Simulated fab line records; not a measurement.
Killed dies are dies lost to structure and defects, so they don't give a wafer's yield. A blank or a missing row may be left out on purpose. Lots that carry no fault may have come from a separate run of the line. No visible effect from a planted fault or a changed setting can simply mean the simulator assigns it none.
Matching of chambers | flow n5 finfet | ald sin-01 running N5_BEOL_M3_ALD_98: 4 sister chambers
The step deposits SiO2, target thk 2.5 nm, pulse time 1 s, co reactant pulse time 1 s. 14 wafers are shown with their chamber, then 7 later ones without.

WAFERS PAIRED WITH THEIR CHAMBERS
wafer  | chamber | heater power w (W) | precursor pulse height rel
L742.1 | 3       | 72                 | 0.982
L742.4 | 1       | 93                 | 0.984
L742.6 | 2       | 69                 | 1.007
L745.1 | 3       | 71                 | 1.010
L745.3 | 2       | 69                 | 0.993
L745.6 | 2       | 68                 | 1.013
L747.1 | 3       | 70                 | 0.971
L747.3 | 0       | 74                 | 1.010
L747.4 | 2       | 69                 | 1.011
L759.2 | 3       | 72                 | 0.978
L759.3 | 0       | 72                 | 1.018
L759.6 | 2       | 71                 | 0.994
L760.1 | 0       | 73                 | 1.025
L760.3 | 1       | 90                 | 1.007

SIGNATURES, as means of the wafers listed above
reading                    | chamber 0 | chamber 1 | chamber 2 | chamber 3 | scatter within a chamber
heater power w             | 73.00     | 91.50     | 69.20     | 71.25     | 1.19
precursor pulse height rel | 1.01767   | 0.99550   | 1.00360   | 0.98525   | 0.0127
Rule: for each reading, subtract the chamber's mean from the wafer's reading, divide by that reading's scatter and square the result; add these up over the readings and take the root, which gives the wafer's distance from the chamber. If the next closest chamber is less than 2 further off than the closest, the wafer can't be placed; otherwise it belongs to the closest. How the scatter is found: for the shown wafers, subtract from each reading the mean of its chamber, square and add these, divide the total by (wafers less chambers), then take the root.

WAFERS WHOSE CHAMBER IS MISSING
wafer  | heater power w (W) | precursor pulse height rel
L760.5 | 72                 | 0.981
L761.3 | 73                 | 0.990
L761.5 | 69                 | 0.971
L761.6 | 74                 | 1.011
L762.2 | 69                 | 0.999
L762.4 | 94                 | 0.989
L762.5 | 71                 | 1.004

EACH ONE'S CHAMBER
wafer  | from the rows above          | in truth
L760.5 | 3                            | 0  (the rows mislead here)
L761.3 | can't be placed: 3 or 0 or 2 | 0
L761.5 | can't be placed: 3 or 2      | 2
L761.6 | 0                            | 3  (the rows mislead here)
L762.2 | can't be placed: 2 or 3      | 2
L762.4 | 1                            | 1
L762.5 | can't be placed: 3 or 2 or 0 | 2
Placed correctly: 1 of 7. Not placeable from these rows: 4 (in 4, the candidates include the true chamber). Placed wrongly: 2.
